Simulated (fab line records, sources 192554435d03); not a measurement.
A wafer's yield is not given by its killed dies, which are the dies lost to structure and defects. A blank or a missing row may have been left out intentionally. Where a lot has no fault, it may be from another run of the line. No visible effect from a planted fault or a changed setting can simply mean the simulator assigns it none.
fab line records    flow n5_finfet
record lots=10  wafers=30  last_day=18
route steps=1938 shown SPACER0@261 SD_EPI_N@279 SD_EPI_P@295 BEOL_M4@1111 PASSIVATION@1936
lots with no fault: from the same line, run without faults
start_h: the number of hours between the record's first day and the start of the first shown wafer of the lot    wait_h: how many hours have passed since the lot's step before this one    " as in the row above    L1.1+2: several wafers, shown together as one row    - value missing, or start not given    * or withheld: withheld    < > ~ a bound
route shown NAME@n: names a module that has steps shown in the file, with the first one's number in the route    usual: mean/standard deviation of fault-free wafers    same: alike in all rows    chamber/n: place in a boat    sites: the reading at each site    _std_site: their standard deviation    _edge_site: mean of outer sites minus mean of inner sites    radius_mm: how far each site lies from the wafer's centre    mask NAME#n: copy n    behind: the most recent tool/chamber to have shaped the wafer    hold: reason for holding the lot/hours on hold/outcome of the hold    device: the n, p or np transistor that did not switch    end of line: tests run on the same wafers once the route is complete    a step given without rows: its recipe and nothing more    killed: count of dies lost to structure and defects at first sort (not the wafer's yield)    map: shows each die of a wafer: x if killed, . if not, _ if none is there
set.NAME: the setting the step ran with; set.NAME@STEP: the setting that earlier step ran with    model.NAME: the simulator's own value behind a step, which no gauge read
a sample of lots followed through the steps of the route, with each step as a table and each wafer as a row
services: a tool's chamber out of use, with start hour (start_h, from the record's first day; less than 0 if before it), hours out, and reason
## steps
# step N5_SPACER0_INSPECT_04
# recipe inspect_instrument=darkfield  mode=post_dep
# usual raw_defect_count=134/30
lot.wafer  tool               chamber  start_h  wait_h  raw_defect_count
L249.1     defect_inspect-01  -        60.86    0.1     131
L249.4     "                  -        "        "       139
L249.6     "                  -        "        "       152
L250.2     defect_inspect-02  -        69.69    0.1     143
L250.5     "                  -        "        "       163
L250.6     "                  -        "        "       134
L253.1     defect_inspect-01  -        84.96    0.1     115
L253.3     "                  -        "        "       126
L253.4     "                  -        "        "       132
L257.3     defect_inspect-02  -        109.50   0.1     143
L257.4     "                  -        "        "       145
L257.5     "                  -        "        "       201
L260.3     defect_inspect-02  -        127.90   0.1     125
L260.4     "                  -        "        "       100
L260.6     "                  -        "        "       132
L262.1     defect_inspect-02  -        145.20   0.1     154
L262.2     "                  -        "        "       102
L262.4     "                  -        "        "       80
L264.1     defect_inspect-02  -        154.22   0.1     125
L264.3     "                  -        "        "       159
L264.4     "                  -        "        "       114
L267.1     defect_inspect-01  -        168.96   0.1     159
L267.4     "                  -        "        "       188
L267.6     "                  -        "        "       85
L268.1     defect_inspect-02  -        175.34   0.1     199
L268.3     "                  -        "        "       202
L268.4     "                  -        "        "       163
L270.1     defect_inspect-02  -        185.99   0.1     116
L270.2     "                  -        "        "       126
L270.6     "                  -        "        "       129
# step N5_SD_EPI_N_ETCH_16
# recipe chemistry=CHF3/O2  target=SiO2  target_depth_a=50  mask_material=SOC  pressure_mtorr=30  source_w=650  bias_w=170  Ar_flow_sccm=200  CHF3_flow_sccm=50  O2_flow_sccm=5  ion_energy_ev=200
# usual CHF3_flow_sccm=50.00/0.13  drypump_motor_current_A=5.7/0.43  oes_product_au=0.79/0.091  rf_vpp_V=522/8.7  showerhead_plenum_p_Torr=2.45/0.065  throttle_valve_pct=18.99/0.23
lot.wafer  tool         chamber  start_h  wait_h  CHF3_flow_sccm  drypump_motor_current_A  oes_product_au  rf_hours_counter_h  rf_vpp_V  showerhead_plenum_p_Torr  throttle_valve_pct
L249.1     rie_diel-03  3        62.11    0.1     50.05           5.8                      0.73            216                 512       2.37                      18.76
L249.4     "            2        "        "       50.19           5.3                      0.68            -                   519       2.47                      19.27
L249.6     "            0        "        "       49.68           5.9                      0.70            -                   533       2.47                      19.34
L250.2     rie_diel-06  2        70.68    0.1     50.03           5.6                      0.70            208                 530       2.49                      19.13
L250.5     "            3        "        "       50.01           5.7                      0.79            -                   515       2.40                      19.18
L250.6     "            0        "        "       50.28           5.1                      0.83            -                   537       2.54                      18.93
L253.1     rie_diel-06  3        86.06    0.1     49.84           5.7                      0.78            144                 514       2.40                      19.16
L253.3     "            0        "        "       49.68           5.1                      0.81            103                 537       2.54                      18.93
L253.4     "            1        "        "       50.10           6.1                      0.99            1                   528       2.58                      18.65
L257.3     rie_diel-03  1        110.60   0.1     50.27           6.0                      0.93            13                  514       2.38                      18.91
L257.4     "            0        "        "       50.03           5.9                      0.67            -                   533       2.47                      19.36
L257.5     "            3        "        "       49.97           5.7                      0.72            -                   512       2.36                      18.81
L260.3     rie_diel-01  0        128.88   0.1     50.00           6.7                      0.68            238                 515       2.47                      19.15
L260.4     "            1        "        "       49.98           6.4                      0.88            51                  528       2.45                      18.51
L260.6     "            1        "        "       50.00           6.4                      0.88            -                   526       2.45                      18.51
L262.1     rie_diel-06  0        146.40   0.1     50.02           5.1                      0.80            122                 536       2.53                      18.96
L262.2     "            2        "        "       49.94           5.6                      0.69            237                 526       2.48                      19.18
L262.4     "            3        "        "       49.94           5.7                      0.77            167                 516       2.39                      19.20
L264.1     rie_diel-01  2        155.20   0.1     49.91           5.3                      0.70            228                 508       2.38                      19.14
L264.3     "            0        "        "       50.09           6.7                      0.68            246                 514       2.47                      19.14
L264.4     "            1        "        "       50.23           6.4                      0.88            59                  527       2.44                      18.52
L267.1     rie_diel-01  2        170.24   0.1     49.95           5.3                      0.70            234                 508       2.38                      19.16
L267.4     "            2        "        "       49.91           5.3                      0.70            -                   507       2.38                      19.13
L267.6     "            1        "        "       50.00           6.4                      0.87            -                   525       2.44                      18.54
L268.1     rie_diel-03  3        176.44   0.1     49.99           5.8                      0.98            6                   512       2.36                      18.45
L268.3     "            2        "        "       50.01           5.3                      0.88            29                  518       2.46                      18.91
L268.4     "            1        "        "       50.37           6.0                      0.86            44                  517       2.37                      18.98
L270.1     rie_diel-06  0        187.10   0.1     49.99           5.2                      0.78            138                 535       2.52                      18.99
L270.2     "            1        "        "       50.21           6.1                      0.89            36                  528       2.57                      18.71
L270.6     "            0        "        "       49.82           5.2                      0.78            -                   535       2.52                      18.99
# step N5_SD_EPI_N_LINER_46
# recipe material=SiNx  target_thk_a=30  temp_c=400  ald_precursor_family=SiH2I2  ald_co_reactant=N2/H2-plasma  pressure_torr=2
# usual heater_power_w=841/100
lot.wafer  tool        chamber  start_h  wait_h  heater_power_w
L249.1     ald_sin-01  0        66.86    1.1     721
L249.4     "           3        "        "       962
L249.6     "           3        "        "       951
L250.2     ald_sin-01  0        74.96    0.6     731
L250.5     "           3        "        "       964
L250.6     "           2        "        "       950
L253.1     ald_sin-02  1        89.32    0.3     1004
L253.3     "           2        "        "       843
L253.4     "           3        "        "       731
L257.3     ald_sin-02  0        113.99   0.4     901
L257.4     "           2        "        "       844
L257.5     "           3        "        "       726
L260.3     ald_sin-01  0        132.10   0.2     752
L260.4     "           2        "        "       950
L260.6     "           2        "        "       944
L262.1     ald_sin-02  2        149.58   0.2     848
L262.2     "           1        "        "       1006
L262.4     "           0        "        "       880
L264.1     ald_sin-01  1        158.29   0.2     684
L264.3     "           3        "        "       936
L264.4     "           2        "        "       933
L267.1     ald_sin-02  0        173.32   0.2     888
L267.4     "           0        "        "       898
L267.6     "           1        "        "       1017
L268.1     ald_sin-04  0        179.76   0.4     768
L268.3     "           1        "        "       872
L268.4     "           3        "        "       867
L270.1     ald_sin-01  0        190.67   0.7     733
L270.2     "           2        "        "       935
L270.6     "           1        "        "       698
# step N5_SD_EPI_P_COAT_34
# recipe resist=SOC  temp_c=250  time_s=60  spin_rpm=1500  resist_thk_nm=350
# usual spin_speed_rpm=1499.8/0.93
lot.wafer  tool            chamber  start_h  wait_h  spin_speed_rpm
L249.1     litho_track-05  0        67.14    0.0     1499.7
L249.4     "               0        "        "       1499.6
L249.6     "               0        "        "       1498.2
L250.2     litho_track-02  0        75.24    0.0     1499.4
L250.5     "               0        "        "       1499.8
L250.6     "               0        "        "       1499.1
L253.1     litho_track-02  0        89.60    0.0     1499.1
L253.3     "               0        "        "       1499.9
L253.4     "               0        "        "       1500.4
L257.3     litho_track-02  0        114.28   0.0     1573.4
L257.4     "               0        "        "       1570.9
L257.5     "               0        "        "       1572.4
L260.3     litho_track-02  0        132.38   0.0     1572.7
L260.4     "               0        "        "       1572.0
L260.6     "               0        "        "       1571.4
L262.1     litho_track-05  0        149.86   0.0     1499.7
L262.2     "               0        "        "       1498.5
L262.4     "               0        "        "       1499.7
L264.1     litho_track-05  0        158.57   0.0     1501.7
L264.3     "               0        "        "       1499.7
L264.4     "               0        "        "       1499.0
L267.1     litho_track-03  0        173.60   0.0     1499.6
L267.4     "               0        "        "       1499.6
L267.6     "               0        "        "       1501.6
L268.1     litho_track-05  0        180.04   0.0     1498.9
L268.3     "               0        "        "       1499.8
L268.4     "               0        "        "       1499.2
L270.1     litho_track-03  0        190.97   0.0     1501.0
L270.2     "               0        "        "       1499.8
L270.6     "               0        "        "       1499.7
# step N5_BEOL_M4_RC_MEAS_101
# usual DIBL_N=36.0/1.7  DIBL_P=36.0/2  IOFF_N=0.156/0.028  IOFF_P=0.21/0.04  ION_N=673/12  ION_P=463/8.3  SS_N=71.4/0.6  SS_P=73.3/0.66  VT_N=250/3  VT_P=-250/3.8
lot.wafer  tool       chamber  start_h  wait_h  DIBL_N[mV/V]  DIBL_P[mV/V]  IOFF_N[nA/um]  IOFF_P[nA/um]  ION_N[uA/um]  ION_P[uA/um]  SS_N[mV/dec]  SS_P[mV/dec]  VT_N[mV]  VT_P[mV]
L249.1     prober-02  0        169.30   0.0     35.8          35.5          0.155          0.16           674           460           72.5          73.2          250       -257
L249.4     "          0        "        "       38.5          39.1          0.207          0.22           680           454           72.3          74.7          248       -251
L249.6     "          0        "        "       35.0          35.3          0.146          0.17           668           454           70.5          73.0          248       -256
L250.2     prober-02  0        179.55   0.5     36.9          36.3          0.167          0.18           677           461           71.3          73.6          250       -254
L250.5     "          0        "        "       36.9          35.9          0.153          0.18           660           448           71.9          73.7          255       -255
L250.6     "          0        "        "       34.7          34.3          0.123          0.16           672           457           70.7          72.6          254       -254
L253.1     prober-02  0        203.34   0.0     39.3          39.6          0.205          0.27           676           471           72.0          75.0          248       -247
L253.3     "          0        "        "       36.9          36.2          0.154          0.21           662           456           71.2          74.1          254       -253
L253.4     "          0        "        "       38.1          36.6          0.160          0.21           662           455           71.5          74.0          254       -254
L257.3     prober-02  0        227.16   0.3     32.3          32.4          0.112          0.19           658           462           70.2          72.7          254       -249
L257.4     "          0        "        "       34.6          35.4          0.156          0.23           682           467           71.0          73.5          250       -247
L257.5     "          0        "        "       34.7          35.3          0.142          0.22           660           459           71.6          73.2          252       -247
L260.3     prober-01  0        243.23   0.3     36.4          37.6          0.171          0.28           694           480           71.3          73.8          248       -240
L260.4     "          0        "        "       34.0          35.2          0.133          0.25           680           485           70.9          73.3          249       -243
L260.6     "          0        "        "       35.7          37.5          0.155          0.28           688           480           71.4          74.7          248       -244
L262.1     prober-02  0        254.02   0.0     38.0          39.2          0.202          0.22           691           464           72.0          74.4          245       -251
L262.2     "          0        "        "       36.2          36.7          0.174          0.19           681           458           71.3          73.9          248       -252
L262.4     "          0        "        "       33.9          34.5          0.133          0.16           667           457           70.4          73.4          251       -256
L264.1     prober-02  0        274.15   0.0     38.8          38.5          0.179          0.24           675           463           71.9          73.6          249       -250
L264.3     "          0        "        "       37.1          36.2          0.156          0.22           687           470           71.3          72.2          248       -248
L264.4     "          0        "        "       37.9          36.2          0.163          0.22           672           460           71.2          72.9          251       -249
L268.1     prober-02  0        296.62   0.0     34.3          34.3          0.137          0.20           671           463           71.6          73.4          252       -247
L268.3     "          0        "        "       34.2          33.8          0.136          0.19           672           468           70.3          72.6          250       -249
L268.4     "          0        "        "       34.4          34.6          0.143          0.21           675           472           70.9          73.2          249       -245
L267.1     prober-01  0        300.79   0.0     38.1          38.5          0.208          0.24           692           468           71.7          73.9          247       -249
L267.4     "          0        "        "       37.2          36.4          0.179          0.20           673           455           71.9          73.5          249       -254
L267.6     "          0        "        "       38.8          38.3          0.202          0.25           686           466           72.1          74.6          246       -250
L270.1     prober-02  0        312.58   0.0     36.8          37.8          0.184          0.23           694           471           71.0          73.2          246       -249
L270.2     "          0        "        "       36.1          37.0          0.167          0.21           684           464           71.1          72.9          248       -251
L270.6     "          0        "        "       36.3          36.7          0.166          0.21           680           459           71.8          73.4          247       -253
# step N5_PASSIVATION_PROBE_49
# usual defect_limited_yield=91.6/1.6  killed_at_M0_to_M3=31/10  killed_at_M4_up=14/6.3  killed_at_contacts=12/6.1  killed_at_front_end=39/12  killed_at_other=3.7/2.8  killed_dies=100/19  killed_on_rim=13/4.2  killed_open=66/14  killed_short=33/8.1  sort_bin_5_function=5.0/1.1  sort_bin_6_memory=3.2/0.66  sort_n_pass=1080/18  sort_yield_pct=91.6/1.6
# same gross_dies=1180  killed_at_back_side=0  sort_bin_4_leakage[%]=0  sort_bin_8_speed[%]=0
lot.wafer  tool       chamber  start_h  wait_h  defect_limited_yield[%]  killed_at_M0_to_M3  killed_at_M4_up  killed_at_contacts  killed_at_front_end  killed_at_other  killed_dies  killed_on_rim  killed_open  killed_short  sort_bin_5_function[%]  sort_bin_6_memory[%]  sort_n_pass  sort_yield_pct[%]
L257.3     prober-01  -        331.12   0.1     89.7                     48                  12               8                   51                   3                122          8              83           36            6.7                     3.2                   1058         89.7
L257.4     prober-01  -        331.17   0.2     91.7                     33                  12               11                  37                   5                98           9              50           44            5.5                     2.5                   1082         91.7
L257.5     prober-01  -        331.22   0.2     91.1                     43                  20               13                  28                   1                105          6              58           45            5.7                     2.7                   1075         91.1
L262.1     prober-02  -        366.44   0.0     91.8                     28                  14               6                   48                   1                97           7              63           34            5.0                     3.1                   1083         91.8
L262.2     prober-02  -        366.49   0.1     91.4                     36                  9                7                   47                   2                101          5              64           37            5.5                     2.8                   1079         91.4
L262.4     prober-02  -        366.59   0.2     88.1                     40                  21               16                  60                   3                140          17             114          24            7.3                     4.5                   1040         88.1
L264.1     prober-02  -        376.70   0.0     88.2                     46                  16               21                  52                   4                139          19             92           45            7.1                     4.0                   1041         88.2
L264.3     prober-02  -        376.80   0.1     88.3                     36                  13               26                  58                   5                138          22             84           48            6.4                     4.6                   1042         88.3
L264.4     prober-02  -        376.85   0.2     88.3                     27                  22               11                  74                   4                138          25             88           46            7.3                     4.1                   1042         88.3
L267.1     prober-02  -        404.40   0.0     92.7                     21                  18               4                   39                   4                86           11             60           25            4.7                     2.4                   1094         92.7
L267.4     prober-02  -        404.55   0.2     92.6                     23                  22               6                   34                   2                87           10             56           29            4.2                     2.9                   1093         92.6
L267.6     prober-02  -        404.65   0.3     93.0                     25                  17               13                  27                   1                83           9              51           32            4.6                     2.2                   1097         93.0
L270.1     prober-02  -        419.93   0.0     92.6                     36                  11               7                   32                   1                87           8              63           24            4.2                     3.1                   1093         92.6
L270.2     prober-02  -        419.98   0.1     90.7                     26                  19               9                   48                   8                110          14             72           36            5.7                     3.4                   1070         90.7
L270.6     prober-02  -        420.18   0.3     92.5                     31                  8                13                  36                   0                88           5              64           23            4.5                     2.8                   1092         92.5
# killed by level:class
L257.3 BEOL_M0_SAQP:geometric_particle:open=15 FIN_SAQP:geometric_particle:short=13 BEOL_M3:geometric_particle:open=11 FIN_SAQP:geometric_particle:open=10 BEOL_M0_SAQP:geometric_particle:short=10 STI_FIN_REVEAL:geometric_particle:open=9 BEOL_M2:geometric_particle:open=8 MOL_CONTACT_COAG:geometric_particle:open=7
L257.4 FIN_SAQP:geometric_particle:short=12 BEOL_M0_SAQP:geometric_particle:short=12 FIN_SAQP:geometric_particle:open=8 MOL_CONTACT_COAG:geometric_particle:open=8 BEOL_M0_SAQP:geometric_particle:open=6 BEOL_M3:geometric_particle:open=4 STI_FIN_REVEAL:geometric_particle:open=3 DUMMY_GATE:geometric_particle:open=3
L257.5 BEOL_M0_SAQP:geometric_particle:short=17 MOL_CONTACT_COAG:geometric_particle:open=10 GATE_CUT:geometric_particle:short=8 BEOL_M0_SAQP:geometric_particle:open=7 BEOL_M3:geometric_particle:open=6 BEOL_M4:geometric_particle:open=6 STI_FIN_REVEAL:geometric_particle:open=5 BEOL_M1:geometric_particle:open=5
L262.1 BEOL_M0_SAQP:geometric_particle:open=10 STI_FIN_REVEAL:geometric_particle:open=7 BEOL_M2:geometric_particle:open=7 FIN_SAQP:geometric_particle:open=5 FIN_SAQP:geometric_particle:short=5 DUMMY_GATE:geometric_particle:open=5 GATE_CUT:geometric_particle:short=5 MOL_CONTACT_COAG:geometric_particle:open=5
L262.2 FIN_SAQP:geometric_particle:open=12 STI_FIN_REVEAL:geometric_particle:open=8 BEOL_M0:geometric_particle:open=8 BEOL_M2:geometric_particle:open=8 FIN_SAQP:geometric_particle:short=7 BEOL_M0_SAQP:geometric_particle:short=7 MOL_CONTACT_COAG:geometric_particle:open=6 BEOL_M3:geometric_particle:open=5
L262.4 FIN_SAQP:geometric_particle:open=17 MOL_CONTACT_COAG:geometric_particle:open=14 BEOL_M3:geometric_particle:open=11 BEOL_M4:geometric_particle:open=11 STI_FIN_REVEAL:geometric_particle:open=10 GATE_CUT:geometric_particle:open=9 BEOL_M0:geometric_particle:open=7 BEOL_M1:geometric_particle:open=6
L264.1 FIN_SAQP:geometric_particle:open=19 MOL_CONTACT_COAG:geometric_particle:open=16 FIN_SAQP:geometric_particle:short=14 BEOL_M2:geometric_particle:open=13 BEOL_M0_SAQP:geometric_particle:short=11 BEOL_M0_SAQP:geometric_particle:open=9 BEOL_M4:geometric_particle:open=8 BEOL_M1:geometric_particle:open=7
L264.3 MOL_CONTACT_COAG:geometric_particle:open=23 FIN_SAQP:geometric_particle:short=17 FIN_SAQP:geometric_particle:open=9 BEOL_M2:geometric_particle:open=8 BEOL_M1:geometric_particle:open=7 STI_FIN_REVEAL:geometric_particle:open=7 GATE_CUT:geometric_particle:short=7 BEOL_M0:geometric_particle:open=7
L264.4 STI_FIN_REVEAL:geometric_particle:open=23 FIN_SAQP:geometric_particle:open=15 BEOL_M4:geometric_particle:open=12 FIN_SAQP:geometric_particle:short=11 MOL_CONTACT_COAG:geometric_particle:open=9 BEOL_M0_SAQP:geometric_particle:open=6 BEOL_M0_SAQP:geometric_particle:short=6 STI_FIN_REVEAL:geometric_particle:short=5
L267.1 FIN_SAQP:geometric_particle:open=8 BEOL_M1:geometric_particle:open=8 BEOL_M5:geometric_particle:open=7 FIN_SAQP:geometric_particle:short=5 GATE_CUT:geometric_particle:open=5 BEOL_M4:geometric_particle:open=5 MOL_CONTACT_COAG:geometric_particle:open=4 STARTING-WAFER:geometric_particle:open=4
L267.4 BEOL_M4:geometric_particle:open=10 FIN_SAQP:geometric_particle:open=8 BEOL_M5:geometric_particle:open=7 BEOL_M0_SAQP:geometric_particle:short=7 MOL_CONTACT_COAG:geometric_particle:open=6 BEOL_M1:geometric_particle:open=5 FIN_CUT:geometric_particle:short=4 STI_FIN_REVEAL:geometric_particle:open=4
L267.6 MOL_CONTACT_COAG:geometric_particle:open=10 BEOL_M0_SAQP:geometric_particle:short=7 BEOL_M1:geometric_particle:open=7 FIN_SAQP:geometric_particle:short=6 FIN_SAQP:geometric_particle:open=6 BEOL_M4:geometric_particle:open=6 BEOL_M5:geometric_particle:open=4 STI_FIN_REVEAL:geometric_particle:short=3
L270.1 BEOL_M3:geometric_particle:open=14 BEOL_M0_SAQP:geometric_particle:open=12 STI_FIN_REVEAL:geometric_particle:open=8 MOL_CONTACT_COAG:geometric_particle:open=7 GATE_CUT:geometric_particle:open=6 BEOL_M0_SAQP:geometric_particle:short=4 STARTING-WAFER:geometric_particle:open=4 STI_FIN_REVEAL:geometric_particle:short=3
L270.2 GATE_CUT:geometric_particle:short=13 STI_FIN_REVEAL:geometric_particle:open=12 BEOL_M2:geometric_particle:open=10 FIN_SAQP:geometric_particle:open=6 MOL_CONTACT_COAG:geometric_particle:open=6 BEOL_M4:geometric_particle:open=6 BEOL_M0_SAQP:geometric_particle:open=4 FIN_SAQP:geometric_particle:short=3
L270.6 BEOL_M3:geometric_particle:open=13 MOL_CONTACT_COAG:geometric_particle:open=11 FIN_SAQP:geometric_particle:open=8 BEOL_M0:geometric_particle:open=7 BEOL_M0_SAQP:geometric_particle:open=6 FIN_SAQP:geometric_particle:short=4 DUMMY_GATE:geometric_particle:open=4 STARTING-WAFER:geometric_particle:open=3
## services
tool         chamber  start_h  hours  kind
ald_sin-02   0        40.03    8.5    repair
ald_sin-04   2        41.38    2.8    repair
rie_diel-03  0        41.90    2.2    repair
ald_sin-02   -        47.99    28.1   pm
rie_diel-06  2        78.60    4.3    repair
rie_diel-01  3        80.46    4.2    repair
ald_sin-01   -        85.90    14.0   pm
ald_sin-01   0        85.90    14.0   vent_cycle
ald_sin-01   1        85.90    14.0   vent_cycle
ald_sin-01   2        85.90    14.0   vent_cycle
ald_sin-01   3        85.90    14.0   vent_cycle
rie_diel-03  2        91.31    7.1    repair
ald_sin-04   1        91.70    3.7    repair
ald_sin-01   0        99.90    -      clean
ald_sin-01   1        99.90    -      clean
ald_sin-01   2        99.90    -      clean
rie_diel-03  -        111.30   2.4    repair
ald_sin-01   2        126.17   3.7    repair
rie_diel-06  1        132.23   6.0    repair
rie_diel-06  0        133.63   5.5    repair
rie_diel-06  -        139.31   0.5    repair
ald_sin-02   -        139.72   0.6    repair
rie_diel-06  3        155.87   5.8    repair
ald_sin-02   -        177.33   14.0   pm
## key
first_sign step=N5_SD_EPI_P_COAT_34  reading=spin_speed_rpm  direction=up  sigmas=78  usual=*  struck=*
effect none on later readings
met_at N5_SD_EPI_P_COAT_34
struck_lots L257,L260
not_acting_at N5_SPACER0_INSPECT_04,N5_SD_EPI_N_ETCH_16,N5_SD_EPI_N_LINER_46
onset_between 89.60 114.28
fault kind=process_parameter_drift  tool=litho_track-02  chamber=-  onset_h=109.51  steps=N5_SD_EPI_P_COAT_34  channel=spin_rpm  offset=*  shape=step  end_h=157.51  acts_in=*  stated=*
